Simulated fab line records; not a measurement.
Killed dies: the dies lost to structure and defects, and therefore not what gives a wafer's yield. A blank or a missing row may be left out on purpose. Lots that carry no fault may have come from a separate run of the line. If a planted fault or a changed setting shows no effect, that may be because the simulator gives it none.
fab line records	flow nand-harc
record lots=12	wafers=36	last-day=35
route steps=1302 shown P_STI@92 P_GATE@132 END@1302
lots that met no fault: taken from a fault-free run of the same line
start-h: the number of hours between the record's first day and the start of the first shown wafer of the lot	wait-h: hours since the lot's step before	" repeats the value in the row above	L1.1+2: a single row standing in for several wafers	- no value, or no start was given	* or withheld: withheld	< > ~ a bound
route shown NAME@n: a module of which the file shows steps, and the number in the route of the first	usual: mean/standard deviation taken from wafers without a fault	same: alike in all rows	chamber/n: place in a boat	sites: the reading at each site	_std_site: standard deviation across them	_edge_site: the outer-site mean with the inner-site mean subtracted	radius-mm: for every site, how far away it sits from the centre of the wafer	mask NAME#n: copy n	behind: the tool/chamber that last shaped the wafer	hold: why the lot went on hold/how many hours it stayed there/how the hold came to an end	device: the transistor (n, p or np) that didn't switch	end of line: the route-end tests of the same wafers	a step with no rows: only its recipe	killed: dies that structure and defects cost at the first sort, which is not the same as the wafer's yield	map: dies across one wafer; x = killed, . = not, _ = none there
set.NAME: the setting that was run; set.NAME@STEP: the one run at that earlier step	model.NAME: the simulator's own value behind a step, which no gauge read
steps of the route over a sample of lots; a table a step, a row a wafer
services: from which hour (start-h, from the record's first day; less than 0 if before it) a tool's chamber was out of use, for how many hours, and why
## steps
# step NHARC_P_STI_OCD_MEAS_17
# usual trench-depth-nm=297/3.7	trench-foot-cd-nm=157.5/2.4
lot.wafer	tool	chamber	start-h	wait-h	trench-depth-nm	trench-foot-cd-nm
L702.2	ocd-02	-	43.70	0.1	298	157.7
L702.3	"	-	"	"	304	154.7
L702.5	"	-	"	"	304	158.3
L704.2	ocd-01	-	63.03	0.1	291	160.6
L704.4	"	-	"	"	302	156.6
L704.5	"	-	"	"	292	158.1
L705.1	ocd-01	-	74.37	0.1	295	159.7
L705.5	"	-	"	"	299	159.0
L705.6	"	-	"	"	298	155.0
L707.1	ocd-01	-	93.82	0.1	292	157.0
L707.3	"	-	"	"	294	156.2
L707.5	"	-	"	"	297	153.7
L708.2	ocd-02	-	103.02	0.1	295	152.9
L708.4	"	-	"	"	292	155.8
L708.5	"	-	"	"	295	156.0
L709.1	ocd-01	-	114.00	0.1	297	156.1
L709.3	"	-	"	"	294	154.7
L709.6	"	-	"	"	296	152.5
L711.1	ocd-02	-	134.14	0.1	299	157.3
L711.2	"	-	"	"	295	155.3
L711.4	"	-	"	"	298	156.8
L712.3	ocd-01	-	143.47	0.1	307	160.0
L712.4	"	-	"	"	300	158.4
L712.5	"	-	"	"	303	159.1
L718.1	ocd-02	-	203.02	0.1	297	160.5
L718.3	"	-	"	"	292	160.2
L718.5	"	-	"	"	297	162.8
L720.1	ocd-02	-	223.93	0.1	299	158.1
L720.5	"	-	"	"	299	159.0
L720.6	"	-	"	"	296	159.8
L721.1	ocd-02	-	233.77	0.1	302	159.6
L721.2	"	-	"	"	299	155.6
L721.5	"	-	"	"	301	156.0
L725.2	ocd-01	-	273.12	0.1	296	161.6
L725.3	"	-	"	"	303	157.3
L725.6	"	-	"	"	298	161.4
# step NHARC_P_GATE_DEP_103
# recipe target-thk-a=300	target-thk-nm=30	temp-c=400	flow-sccm=200	rf-w=350	material=SiON
# usual heater-power-w=757/79
lot.wafer	tool	chamber	start-h	wait-h	heater-power-w
L702.2	pecvd-03	0	93.01	0.5	831
L702.3	"	1	"	"	840
L702.5	"	0	"	"	850
L704.2	pecvd-03	0	111.79	0.5	838
L704.5	"	2	"	"	811
L704.4	"	0	"	"	855
L705.1	pecvd-01	2	121.76	0.6	652
L705.5	"	0	"	"	923
L705.6	"	1	"	"	726
L709.3	pecvd-02	0	196.69	0.3	756
L709.1	"	1	"	"	722
L709.6	"	0	"	"	760
L711.2	pecvd-02	2	197.95	0.5	735
L711.1	"	1	"	"	822
L711.4	"	0	"	"	782
L708.2	pecvd-01	1	198.02	0.5	638
L708.4	"	1	"	"	643
L708.5	"	2	"	"	609
L712.3	pecvd-02	0	198.60	0.4	754
L712.5	"	2	"	"	664
L712.4	"	1	"	"	749
L707.3	pecvd-01	2	198.62	0.3	616
L707.1	"	1	"	"	683
L707.5	"	2	"	"	648
L718.1	pecvd-01	2	254.92	0.6	684
L718.3	"	0	"	"	922
L718.5	"	2	"	"	687
L720.1	pecvd-02	2	280.48	0.5	681
L720.6	"	0	"	"	780
L720.5	"	1	"	"	726
L721.2	pecvd-03	2	281.53	0.5	749
L721.1	"	0	"	"	847
L721.5	"	1	"	"	756
L725.2	pecvd-02	2	324.30	0.5	748
L725.3	"	1	"	"	747
L725.6	"	0	"	"	763
# step NHARC_P_GATE_HM_OPEN_105
# recipe target-depth-a=3600	o2-flow-sccm=400	cos-flow-sccm=20	ar-flow-sccm=0	rf-w=500	bias-w=300	chemistry=O2/COS
# usual bias-w=300.0/0.9	chamber-pressure-mTorr=19.998/0.018	drypump-motor-current-A=5.8/0.46	o2-flow-sccm=399.9/1.2	oes-product-au=0.998/0.011	rf-vpp-V=466.7/2.6	showerhead-plenum-p-Torr=3.09/0.11	throttle-valve-pct=28.329/0.009
lot.wafer	tool	chamber	start-h	wait-h	bias-w	chamber-pressure-mTorr	drypump-motor-current-A	o2-flow-sccm	oes-product-au	rf-hours-counter-h	rf-vpp-V	showerhead-plenum-p-Torr	throttle-valve-pct
L702.2	rie-diel-05	2	94	-	299.6	20.010	5.1	400.5	0.998	1.2	465.8	3.09	28.314
L702.3	"	3	"	"	299.6	20.024	6.1	400.2	1.000	2.0	464.9	2.95	28.325
L702.5	"	2	"	"	300.2	19.994	5.1	399.9	1.023	-	466.8	3.09	28.335
L704.2	rie-diel-11	3	112	-	300.5	19.958	6.3	400.7	1.017	0.6	469.4	3.28	28.319
L704.4	"	2	"	"	300.7	19.998	5.4	399.9	0.989	2.0	468.5	3.07	28.318
L704.5	"	3	"	"	299.8	20.034	6.3	400.8	1.009	-	471.8	3.28	28.345
L705.1	rie-diel-11	3	122	-	301.0	20.008	6.3	400.2	1.012	0.8	471.0	3.28	28.346
L705.5	"	1	"	"	299.3	20.010	5.6	400.0	1.001	-	462.8	2.92	28.322
L705.6	"	2	"	"	300.4	19.964	5.4	399.8	0.988	-	465.6	3.07	28.323
L709.1	rie-diel-05	1	197	-	300.7	19.963	5.6	401.0	1.004	9.0	467.6	3.17	28.327
L709.3	"	0	"	"	300.1	20.030	6.0	400.0	0.999	9.1	467.8	3.20	28.342
L709.6	"	1	"	"	301.4	19.998	5.6	401.4	1.017	-	468.6	3.17	28.331
L711.2	rie-diel-11	3	198	-	299.1	19.995	6.3	400.7	1.000	4.8	470.9	3.28	28.339
L711.1	"	1	"	"	300.9	19.993	5.6	399.9	1.000	5.7	462.6	2.92	28.333
L711.4	"	2	"	"	299.8	20.009	5.4	400.6	0.988	5.2	466.2	3.07	28.358
L708.4	rie-diel-09	3	199	-	299.4	19.985	6.5	401.2	0.998	1.9	466.2	3.09	28.351
L708.2	"	1	"	"	300.9	19.996	5.2	399.0	1.009	1.1	465.3	3.06	28.328
L708.5	"	2	"	"	299.3	20.010	6.3	399.1	0.989	-	469.6	3.18	28.334
L712.4	rie-diel-11	1	199	-	302.0	19.990	5.5	400.2	0.990	5.8	463.0	2.92	28.331
L712.3	"	2	"	"	299.0	19.998	5.4	402.6	0.990	5.3	467.7	3.07	28.325
L712.5	"	1	"	"	300.7	20.005	5.6	400.3	0.995	-	462.5	2.92	28.341
L707.1	rie-diel-09	1	199	-	301.9	20.018	5.2	399.1	0.994	1.1	466.2	3.06	28.326
L707.3	"	0	"	"	300.1	19.971	6.2	398.6	0.997	1.3	464.0	2.91	28.318
L707.5	"	1	"	"	300.4	19.993	5.2	399.4	0.999	-	465.9	3.06	28.334
L718.1	rie-diel-05	2	255	-	300.4	20.017	5.1	400.3	1.015	0.9	466.5	3.08	28.316
L718.3	"	0	"	"	299.7	19.981	6.0	400.5	1.012	1.1	469.0	3.20	28.326
L718.5	"	2	"	"	300.3	19.968	5.0	401.4	1.007	-	465.9	3.08	28.328
L720.1	rie-diel-05	0	281	-	-	-	-	-	-	-	-	-	-
L720.5	"	2	"	"	-	-	-	-	-	-	-	-	-
L720.6	"	3	"	"	-	-	-	-	-	-	-	-	-
L721.1	rie-diel-09	3	282	-	-	-	-	-	-	-	-	-	-
L721.2	"	0	"	"	-	-	-	-	-	-	-	-	-
L721.5	"	2	"	"	-	-	-	-	-	-	-	-	-
L725.2	rie-diel-05	3	325	-	301.3	19.997	6.1	399.5	0.988	5.5	463.9	2.94	28.335
L725.3	"	2	"	"	300.8	19.988	5.1	398.1	1.013	4.6	465.3	3.08	28.325
L725.6	"	0	"	"	301.0	19.994	6.0	401.4	1.008	-	470.1	3.20	28.327
# step NHARC_P_GATE_ETCH_114
# recipe target-depth-a=300	overetch-a=30	time-s=16.5	ion-energy-ev=100	cf4-flow-sccm=80	o2-flow-sccm=20	ar-flow-sccm=0	rf-w=300	bias-w=100	chemistry=CF4/O2
# usual drypump-motor-current-A=5.8/0.47	o2-flow-sccm=20.00/0.056	oes-product-au=0.998/0.0099	rf-vpp-V=197.5/1.3	showerhead-plenum-p-Torr=1.32/0.05	throttle-valve-pct=13.397/0.0088
# same time-s=16.5
lot.wafer	tool	chamber	start-h	wait-h	drypump-motor-current-A	o2-flow-sccm	oes-product-au	rf-hours-counter-h	rf-vpp-V	showerhead-plenum-p-Torr	throttle-valve-pct
L702.3	rie-diel-05	1	-	-	5.6	20.16	0.992	2.1	197.9	1.36	13.393
L702.2	"	0	"	"	6.0	20.03	1.000	2.0	198.3	1.37	13.397
L702.5	"	1	"	"	5.6	20.07	0.992	-	197.6	1.36	13.395
L704.4	rie-diel-11	1	-	-	5.5	20.04	0.993	2.2	195.7	1.24	13.380
L704.2	"	2	"	"	5.4	19.90	0.992	2.0	196.6	1.31	13.397
L704.5	"	2	"	"	5.4	19.91	0.998	-	197.6	1.31	13.384
L705.1	rie-diel-11	1	-	-	5.5	20.06	1.003	2.4	196.4	1.24	13.399
L705.5	"	3	"	"	6.3	19.95	1.010	-	199.0	1.40	13.393
L705.6	"	0	"	"	5.8	20.08	0.998	-	199.1	1.38	13.393
L709.3	rie-diel-05	2	-	-	5.0	20.03	1.011	8.7	198.0	1.32	13.395
L709.1	"	0	"	"	6.0	20.05	1.006	9.1	198.9	1.37	13.406
L709.6	"	2	"	"	5.0	20.08	1.005	-	196.3	1.32	13.373
L711.1	rie-diel-11	2	-	-	5.4	20.05	0.992	5.3	198.8	1.31	13.398
L711.4	"	3	"	"	6.3	19.98	1.011	4.8	199.7	1.40	13.395
L711.2	"	1	"	"	5.5	19.98	0.995	5.7	197.6	1.24	13.404
L708.2	rie-diel-09	1	-	-	5.2	19.90	1.013	1.1	197.2	1.31	13.397
L708.4	"	3	"	"	6.5	20.10	0.996	1.9	197.4	1.32	13.419
L708.5	"	1	"	"	5.2	20.00	1.006	-	197.9	1.31	13.394
L712.3	rie-diel-11	2	-	-	5.4	20.10	0.994	5.3	195.7	1.31	13.402
L712.4	"	3	"	"	6.3	19.99	1.008	4.8	199.7	1.40	13.393
L712.5	"	1	"	"	5.5	20.01	0.985	-	195.7	1.24	13.399
L707.1	rie-diel-09	1	-	-	5.2	19.95	1.000	1.2	197.2	1.31	13.381
L707.3	"	3	"	"	6.5	19.89	0.990	1.9	199.0	1.32	13.407
L707.5	"	1	"	"	5.2	20.00	0.997	-	196.3	1.31	13.403
L718.3	rie-diel-05	2	-	-	5.0	20.04	1.011	1.0	197.6	1.32	13.399
L718.1	"	1	"	"	5.6	20.02	1.022	0.9	197.6	1.36	13.402
L718.5	"	2	"	"	5.0	19.97	0.999	-	198.4	1.32	13.401
L720.1	rie-diel-05	3	-	-	6.1	19.97	0.999	3.1	196.1	1.26	13.390
L720.6	"	2	"	"	5.0	19.95	1.018	-	197.5	1.32	13.403
L720.5	"	3	"	"	6.1	19.93	0.998	-	194.2	1.26	13.408
L721.2	rie-diel-09	3	-	-	6.4	19.97	0.991	8.0	198.0	1.32	13.402
L721.1	"	0	"	"	6.2	20.00	1.010	7.5	196.0	1.24	13.391
L721.5	"	0	"	"	6.2	19.99	1.003	-	196.0	1.24	13.396
L725.2	rie-diel-05	3	-	-	6.1	20.02	0.990	5.6	196.8	1.26	13.404
L725.3	"	1	"	"	5.5	19.96	1.007	5.2	196.9	1.36	13.403
L725.6	"	0	"	"	6.0	19.93	0.999	-	198.5	1.37	13.390
# step NHARC_END_SORT_01
# recipe temp-c=25
# usual killed-at-array=54/18	killed-at-other=0.9/1.2	killed-at-periphery=4.4/2.9	killed-dies=59/18	killed-open=3.2/1.8	killed-short=2.6/1.8
# same gross-dies=677
lot.wafer	tool	chamber	start-h	wait-h	hold	killed-at-array	killed-at-other	killed-at-periphery	killed-dies	killed-open	killed-short
L702.2	prober-01	0	582.45	2.8	-	27	1	3	31	3	2
L702.3	prober-01	0	583.27	3.1	-	24	1	5	30	2	1
L702.5	prober-01	0	584.90	3.8	-	26	2	1	29	1	3
L704.2	prober-02	0	584.80	2.8	-	51	2	7	60	4	3
L704.4	prober-02	0	586.40	3.4	-	65	1	6	72	4	2
L704.5	prober-02	0	587.20	3.7	-	67	1	4	72	3	1
L705.1	prober-01	0	601.99	2.5	-	72	1	11	84	2	7
L705.5	prober-01	0	605.18	3.7	-	83	1	6	90	2	3
L705.6	prober-01	0	605.98	4.0	-	70	4	2	76	3	0
L709.1	prober-01	0	671.00	2.5	-	21	0	8	29	8	4
L709.3	prober-01	0	672.60	3.1	-	27	0	2	29	5	6
L709.6	prober-01	0	674.99	4.0	-	21	1	2	24	1	3
L712.3	prober-01	0	686.20	3.1	-	54	1	4	59	1	3
L712.4	prober-01	0	686.99	3.4	-	69	0	7	76	4	3
L712.5	prober-01	0	687.78	3.7	-	44	0	3	47	3	1
L708.2	prober-02	0	691.13	2.8	-	49	0	13	62	2	5
L708.4	prober-02	0	692.71	3.4	-	61	0	13	74	3	4
L708.5	prober-02	0	693.51	3.7	-	66	0	10	76	5	3
L711.1	prober-02	0	712.54	2.5	-	67	2	1	70	3	5
L711.2	prober-02	0	713.34	2.8	-	71	1	0	72	5	6
L711.4	prober-02	0	714.93	3.4	-	68	0	1	69	2	1
L707.1	prober-02	0	720.36	2.5	-	48	1	6	55	2	3
L707.3	prober-02	0	721.95	3.1	-	35	1	2	38	2	0
L707.5	prober-02	0	723.54	3.7	-	40	1	1	42	1	0
L718.1	prober-01	0	736.15	2.5	-	47	3	6	56	3	6
L718.3	prober-01	0	737.75	3.1	-	47	0	5	52	4	2
L718.5	prober-01	0	739.35	3.7	-	56	1	5	62	2	2
L720.1	prober-01	0	751.55	2.5	await-dispo/1.1h/scrap	57	6	614	677	2	3
L720.5	prober-01	0	754.74	3.7	await-dispo/1.1h/scrap	60	3	614	677	0	2
L720.6	prober-01	0	755.53	4.0	await-dispo/1.1h/scrap	57	2	618	677	5	1
L721.1	prober-01	0	761.64	2.5	await-dispo/4.0h/scrap	75	0	602	677	2	9
L721.2	prober-01	0	762.43	2.8	await-dispo/4.0h/scrap	68	0	609	677	5	3
L721.5	prober-01	0	764.82	3.7	await-dispo/4.0h/scrap	51	1	625	677	2	3
L725.2	prober-02	0	840.21	2.8	-	20	1	2	23	1	3
L725.3	prober-02	0	841.01	3.1	-	19	2	3	24	2	1
L725.6	prober-02	0	843.41	4.0	-	34	3	2	39	5	1
# killed by level:class
L702.2 A_CHANNEL_HOLE_D2:chamber-film-flake=8 A_SGD_CUT:chamber-film-flake=7 A_STAIRCASE:chamber-film-flake=3 A_CONTACT:chamber-film-flake=3 A_CHANNEL_HOLE_D1:chamber-film-flake=2 P_GATE:geometric-particle:open=1 P_M0:geometric-particle:open=1 A_CHANNEL_FILL_D1:geometric-particle:short=1
L702.3 A_CHANNEL_HOLE_D2:chamber-film-flake=8 A_STAIRCASE:chamber-film-flake=5 A_SGD_CUT:chamber-film-flake=5 P_STI:chamber-film-flake=2 A_CHANNEL_HOLE_D1:chamber-film-flake=2 A_CONTACT:chamber-film-flake=2 P_CONTACT:geometric-particle:open=1 P_M0:geometric-particle:open=1
L704.2 A_CHANNEL_HOLE_D2:chamber-film-flake=19 A_SLIT:chamber-film-flake=19 A_STAIRCASE:chamber-film-flake=4 A_CHANNEL_FILL_D1:geometric-particle:open=2 P_CONTACT:chamber-film-flake=2 A_ZERO_WELL:chamber-film-flake=2 A_CONTACT:chamber-film-flake=2 P_GATE:geometric-particle:short=1
L702.5 A_SGD_CUT:chamber-film-flake=7 A_CHANNEL_HOLE_D2:chamber-film-flake=6 A_CONTACT:chamber-film-flake=4 A_WL_FILL:chamber-film-flake=2 A_BONDPAD:chamber-film-flake=2 P_GATE:geometric-particle:open=1 A_CHANNEL_FILL_D1:geometric-particle:short=1 A_CHANNEL_FILL_D2:geometric-particle:short=1
L704.4 A_SLIT:chamber-film-flake=29 A_CHANNEL_HOLE_D2:chamber-film-flake=21 A_CONTACT:chamber-film-flake=4 A_STAIRCASE:chamber-film-flake=3 A_WL_FILL:chamber-film-flake=3 P_ZERO_WELL:chamber-film-flake=2 P_GATE:geometric-particle:open=1 P_M0:geometric-particle:short=1
L704.5 A_SLIT:chamber-film-flake=37 A_CHANNEL_HOLE_D2:chamber-film-flake=17 P_CONTACT:chamber-film-flake=4 A_STAIRCASE:chamber-film-flake=4 A_CONTACT:chamber-film-flake=2 A_SOURCE_PLATE:geometric-particle:open=1 A_WL_FILL:geometric-particle:short=1 A_BLC:geometric-particle:open=1
L705.1 A_SLIT:chamber-film-flake=29 A_CHANNEL_HOLE_D2:chamber-film-flake=17 A_CONTACT:chamber-film-flake=7 P_GATE:chamber-film-flake=6 A_CHANNEL_HOLE_D1:chamber-film-flake=5 P_M2:chamber-film-flake=2 A_CHANNEL_FILL_D2:chamber-film-flake=2 A_SGD_CUT:chamber-film-flake=2
L705.5 A_SLIT:chamber-film-flake=32 A_CHANNEL_HOLE_D2:chamber-film-flake=30 A_CONTACT:chamber-film-flake=8 P_M2:chamber-film-flake=3 A_DECK1_JOINT:chamber-film-flake=3 A_CHANNEL_HOLE_D1:chamber-film-flake=2 A_SGD_CUT:chamber-film-flake=2 A_CHANNEL_HOLE_D1:geometric-particle:open=1
L705.6 A_SLIT:chamber-film-flake=35 A_CHANNEL_HOLE_D2:chamber-film-flake=20 A_CHANNEL_HOLE_D1:chamber-film-flake=4 A_CONTACT:chamber-film-flake=4 THIN_TSV:chamber-film-flake=4 P_GATE:chamber-film-flake=2 A_DECK1_JOINT:chamber-film-flake=2 A_DECK1_JOINT:geometric-particle:open=1
L709.1 A_CHANNEL_HOLE_D1:chamber-film-flake=6 P_STI:chamber-film-flake=3 A_CHANNEL_HOLE_D2:chamber-film-flake=3 P_CONTACT:geometric-particle:open=2 A_ONON_D1:geometric-particle:open=2 A_STAIRCASE:chamber-film-flake=2 P_M1:geometric-particle:short=1 P_M2:geometric-particle:open=1
L709.3 A_CHANNEL_HOLE_D1:chamber-film-flake=7 A_CHANNEL_HOLE_D2:chamber-film-flake=5 A_WL_FILL:geometric-particle:short=2 P_STI:chamber-film-flake=2 A_CONTACT:chamber-film-flake=2 A_ONON_D1:geometric-particle:short=1 A_CHANNEL_FILL_D1:geometric-particle:open=1 A_DECK1_JOINT:geometric-particle:short=1
L709.6 A_CHANNEL_HOLE_D1:chamber-film-flake=6 A_CONTACT:chamber-film-flake=5 A_CHANNEL_HOLE_D2:chamber-film-flake=3 A_STAIRCASE:chamber-film-flake=2 P_CONTACT:geometric-particle:short=1 A_CHANNEL_FILL_D2:geometric-particle:open=1 A_CHANNEL_FILL_D2:geometric-particle:short=1 A_WL_FILL:geometric-particle:short=1
L712.3 A_CHANNEL_HOLE_D2:chamber-film-flake=22 A_CHANNEL_HOLE_D1:chamber-film-flake=18 A_CONTACT:chamber-film-flake=6 P_STI:chamber-film-flake=2 P_CONTACT:geometric-particle:open=1 A_ONON_D1:geometric-particle:short=1 A_SGD_CUT:geometric-particle:short=1 A_BLC:geometric-particle:short=1
L712.4 A_CHANNEL_HOLE_D1:chamber-film-flake=28 A_CHANNEL_HOLE_D2:chamber-film-flake=24 A_CONTACT:chamber-film-flake=7 P_STI:chamber-film-flake=4 A_CHANNEL_HOLE_D2:geometric-particle:open=2 P_M0:geometric-particle:short=1 A_ONON_D1:geometric-particle:open=1 A_DECK1_JOINT:geometric-particle:short=1
L712.5 A_CHANNEL_HOLE_D1:chamber-film-flake=19 A_CHANNEL_HOLE_D2:chamber-film-flake=16 A_DECK1_JOINT:chamber-film-flake=3 A_CONTACT:chamber-film-flake=3 P_M0:geometric-particle:open=2 A_ONON_D1:geometric-particle:open=1 A_CHANNEL_FILL_D2:geometric-particle:short=1 P_ZERO_WELL:chamber-film-flake=1
L708.2 A_CHANNEL_HOLE_D1:chamber-film-flake=21 A_CHANNEL_HOLE_D2:chamber-film-flake=16 P_STI:chamber-film-flake=8 A_CONTACT:chamber-film-flake=3 A_ONON_D2:geometric-particle:short=2 P_CONTACT:chamber-film-flake=2 P_M2:chamber-film-flake=2 A_STAIRCASE:chamber-film-flake=2
L708.4 A_CHANNEL_HOLE_D2:chamber-film-flake=22 A_CHANNEL_HOLE_D1:chamber-film-flake=18 A_CONTACT:chamber-film-flake=4 A_BLC:chamber-film-flake=4 P_STI:chamber-film-flake=3 P_CONTACT:chamber-film-flake=3 P_M2:chamber-film-flake=3 A_SLIT:chamber-film-flake=3
L708.5 A_CHANNEL_HOLE_D1:chamber-film-flake=21 A_CHANNEL_HOLE_D2:chamber-film-flake=20 A_CONTACT:chamber-film-flake=5 P_M2:chamber-film-flake=4 P_STI:chamber-film-flake=3 A_CHANNEL_FILL_D1:chamber-film-flake=3 A_BONDPAD:chamber-film-flake=3 A_SLIT:chamber-film-flake=2
L711.1 A_SLIT:chamber-film-flake=34 A_CHANNEL_HOLE_D2:chamber-film-flake=20 A_CHANNEL_HOLE_D1:chamber-film-flake=3 A_ONON_D1:geometric-particle:short=2 A_DECK1_JOINT:geometric-particle:open=2 A_WL_FILL:chamber-film-flake=2 P_M0:geometric-particle:short=1 A_CHANNEL_HOLE_D1:geometric-particle:short=1
L711.2 A_SLIT:chamber-film-flake=30 A_CHANNEL_HOLE_D2:chamber-film-flake=18 A_CHANNEL_HOLE_D1:chamber-film-flake=6 A_WL_FILL:chamber-film-flake=3 A_CHANNEL_FILL_D2:geometric-particle:short=2 A_SOURCE_PLATE:geometric-particle:open=1 A_ONON_D1:geometric-particle:short=1 A_DECK1_JOINT:geometric-particle:open=1
L711.4 A_SLIT:chamber-film-flake=32 A_CHANNEL_HOLE_D2:chamber-film-flake=16 A_CHANNEL_HOLE_D1:chamber-film-flake=7 A_CHANNEL_FILL_D1:chamber-film-flake=3 A_CHANNEL_FILL_D2:chamber-film-flake=2 A_BLC:chamber-film-flake=2 A_WL_FILL:chamber-film-flake=2 P_M0:geometric-particle:open=1
L707.1 A_SLIT:chamber-film-flake=29 A_CHANNEL_HOLE_D1:chamber-film-flake=5 A_STAIRCASE:chamber-film-flake=4 P_M2:chamber-film-flake=2 A_DECK1_JOINT:chamber-film-flake=2 A_CONTACT:chamber-film-flake=2 P_CONTACT:geometric-particle:open=1 A_ONON_D1:geometric-particle:short=1
L707.3 A_SLIT:chamber-film-flake=28 A_CHANNEL_HOLE_D1:chamber-film-flake=3 A_STAIRCASE:chamber-film-flake=2 P_CONTACT:geometric-particle:open=1 A_ONON_D1:geometric-particle:open=1 P_M0:chamber-film-flake=1 A_CONTACT:chamber-film-flake=1 THIN_TSV:chamber-film-flake=1
L707.5 A_SLIT:chamber-film-flake=29 A_CHANNEL_HOLE_D1:chamber-film-flake=4 A_CONTACT:chamber-film-flake=3 A_STAIRCASE:chamber-film-flake=2 A_ONON_D1:geometric-particle:open=1 P_GATE:chamber-film-flake=1 A_CHANNEL_HOLE_D2:chamber-film-flake=1 THIN_TSV:chamber-film-flake=1
L718.1 A_CHANNEL_HOLE_D2:chamber-film-flake=28 A_CHANNEL_HOLE_D1:chamber-film-flake=11 P_GATE:geometric-particle:open=2 A_CHANNEL_FILL_D2:geometric-particle:short=2 P_ZERO_WELL:chamber-film-flake=2 A_SLIT:chamber-film-flake=2 THIN_TSV:chamber-film-flake=2 P_M0:geometric-particle:short=1
L718.3 A_CHANNEL_HOLE_D2:chamber-film-flake=25 A_CHANNEL_HOLE_D1:chamber-film-flake=9 A_SLIT:chamber-film-flake=4 P_STI:chamber-film-flake=3 A_CONTACT:chamber-film-flake=2 A_ONON_D2:geometric-particle:short=1 A_CHANNEL_FILL_D2:geometric-particle:open=1 A_CHANNEL_FILL_D2:geometric-particle:short=1
L718.5 A_CHANNEL_HOLE_D2:chamber-film-flake=36 A_CHANNEL_HOLE_D1:chamber-film-flake=12 P_GATE:chamber-film-flake=2 A_SLIT:chamber-film-flake=2 P_CONTACT:geometric-particle:short=1 A_DECK1_JOINT:geometric-particle:open=1 A_CHANNEL_FILL_D2:geometric-particle:short=1 A_SGD_CUT:geometric-particle:open=1
L720.1 P_GATE:area-open=611 A_CHANNEL_HOLE_D2:chamber-film-flake=20 A_CHANNEL_HOLE_D1:chamber-film-flake=12 A_CONTACT:chamber-film-flake=11 THIN_TSV:chamber-film-flake=6 A_SLIT:chamber-film-flake=4 A_CHANNEL_FILL_D2:chamber-film-flake=2 A_BONDPAD:chamber-film-flake=2
L720.5 P_GATE:area-open=611 A_CHANNEL_HOLE_D2:chamber-film-flake=35 A_SLIT:chamber-film-flake=8 A_CHANNEL_HOLE_D1:chamber-film-flake=7 A_CONTACT:chamber-film-flake=3 THIN_TSV:chamber-film-flake=3 A_CHANNEL_FILL_D1:chamber-film-flake=2 P_M1:geometric-particle:short=1
L720.6 P_GATE:area-open=615 A_CHANNEL_HOLE_D2:chamber-film-flake=27 A_CHANNEL_HOLE_D1:chamber-film-flake=14 A_SLIT:chamber-film-flake=4 A_CONTACT:chamber-film-flake=4 THIN_TSV:chamber-film-flake=2 P_M1:geometric-particle:open=1 A_ONON_D1:geometric-particle:open=1
L721.1 P_GATE:area-open=595 A_SLIT:chamber-film-flake=34 A_CHANNEL_HOLE_D1:chamber-film-flake=9 A_STAIRCASE:chamber-film-flake=7 A_CONTACT:chamber-film-flake=7 A_SGD_CUT:chamber-film-flake=5 A_WL_FILL:geometric-particle:short=4 P_CONTACT:chamber-film-flake=4
L721.2 P_GATE:area-open=604 A_SLIT:chamber-film-flake=30 A_CHANNEL_HOLE_D1:chamber-film-flake=17 A_CONTACT:chamber-film-flake=11 P_CONTACT:chamber-film-flake=4 A_WL_FILL:geometric-particle:short=2 A_STAIRCASE:chamber-film-flake=2 P_STI:geometric-particle:short=1
L721.5 P_GATE:area-open=618 A_SLIT:chamber-film-flake=26 A_CHANNEL_HOLE_D1:chamber-film-flake=9 A_CONTACT:chamber-film-flake=6 P_CONTACT:chamber-film-flake=4 A_STAIRCASE:chamber-film-flake=2 A_SGD_CUT:chamber-film-flake=2 P_CONTACT:geometric-particle:short=1
L725.2 A_SLIT:chamber-film-flake=7 A_STAIRCASE:chamber-film-flake=4 A_ONON_D2:geometric-particle:short=2 A_DECK1_JOINT:chamber-film-flake=2 A_CHANNEL_HOLE_D2:chamber-film-flake=2 A_CHANNEL_FILL_D2:geometric-particle:short=1 A_WL_FILL:geometric-particle:open=1 P_ZERO_WELL:chamber-film-flake=1
L725.3 A_SLIT:chamber-film-flake=7 A_CONTACT:chamber-film-flake=4 P_GATE:chamber-film-flake=2 A_DECK1_JOINT:chamber-film-flake=2 THIN_TSV:chamber-film-flake=2 A_CHANNEL_FILL_D1:geometric-particle:short=1 A_CHANNEL_HOLE_D2:geometric-particle:open=1 A_M0:geometric-particle:open=1
L725.6 A_SLIT:chamber-film-flake=17 A_STAIRCASE:chamber-film-flake=5 A_CONTACT:chamber-film-flake=5 THIN_TSV:chamber-film-flake=3 A_ONON_D1:geometric-particle:open=2 A_DECK1_JOINT:geometric-particle:open=1 A_ONON_D2:geometric-particle:open=1 A_ONON_D2:geometric-particle:short=1
## services
tool	chamber	start-h	hours	kind
pecvd-02	0	73.59	10.1	repair
rie-diel-11	-	78.53	9.0	pm
rie-diel-11	3	91.01	13.8	repair
rie-diel-05	-	93.57	0.3	repair
rie-diel-05	3	116.29	26.1	repair
rie-diel-09	-	119.27	0.5	repair
rie-diel-09	2	129.48	5.1	repair
rie-diel-09	-	143.11	9.0	pm
rie-diel-11	2	148.60	10.1	repair
pecvd-02	-	151.43	2.5	repair
rie-diel-11	-	190.99	0.2	repair
rie-diel-09	2	218.31	4.3	repair
pecvd-02	-	227.48	13.0	pm
rie-diel-05	-	229.60	9.0	pm
rie-diel-11	1	251.20	16.6	repair
rie-diel-11	0	252.89	5.0	repair
rie-diel-11	-	255.91	9.0	pm
rie-diel-09	-	267.33	0.4	repair
rie-diel-09	2	270.28	1.5	repair
rie-diel-11	0	283.12	16.4	repair
rie-diel-11	1	288.76	28.3	repair
rie-diel-09	0	299.55	9.3	repair
rie-diel-09	3	312.31	14.7	repair
rie-diel-09	-	320.11	9.0	pm
## key
first-sign step=NHARC_P_GATE_HM_OPEN_105	reading=tool-record	direction=missing
effect step=NHARC_END_SORT_01	reading=killed-at-periphery	direction=up	sigmas=99+	usual=4.4	struck=613.7
more-kills-born-at NHARC_P_GATE_HM_OPEN_105@rie-diel-05=1837	NHARC_P_GATE_HM_OPEN_105@rie-diel-09=1817
met-at NHARC_P_GATE_HM_OPEN_105
struck-lots L720,L721
later-rows-left-out L720.1,L720.5,L720.6,L721.1,L721.2,L721.5
tester-left-out L720,L721
not-acting-at NHARC_P_STI_OCD_MEAS_17,NHARC_P_GATE_DEP_103,NHARC_P_GATE_ETCH_114
onset-between 255 281
fault kind=skipped-step-whole	tool=rie-diel-05,rie-diel-09	chamber=-	onset-h=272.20	steps=NHARC_P_GATE_HM_OPEN_105	scope=struck-lots-only
# tester-left-out: of these lots the tester's yield and bins aren't shown, on N5 and GAA mostly nor the transistor test; their killed dies are dies lost to structure and defects alone, not to doping, threshold or leakage, so they don't give the yield
# later-rows-left-out: the simulator's readings of these wafers behind a module that went badly wrong aren't trusted and aren't shown, but for the sort
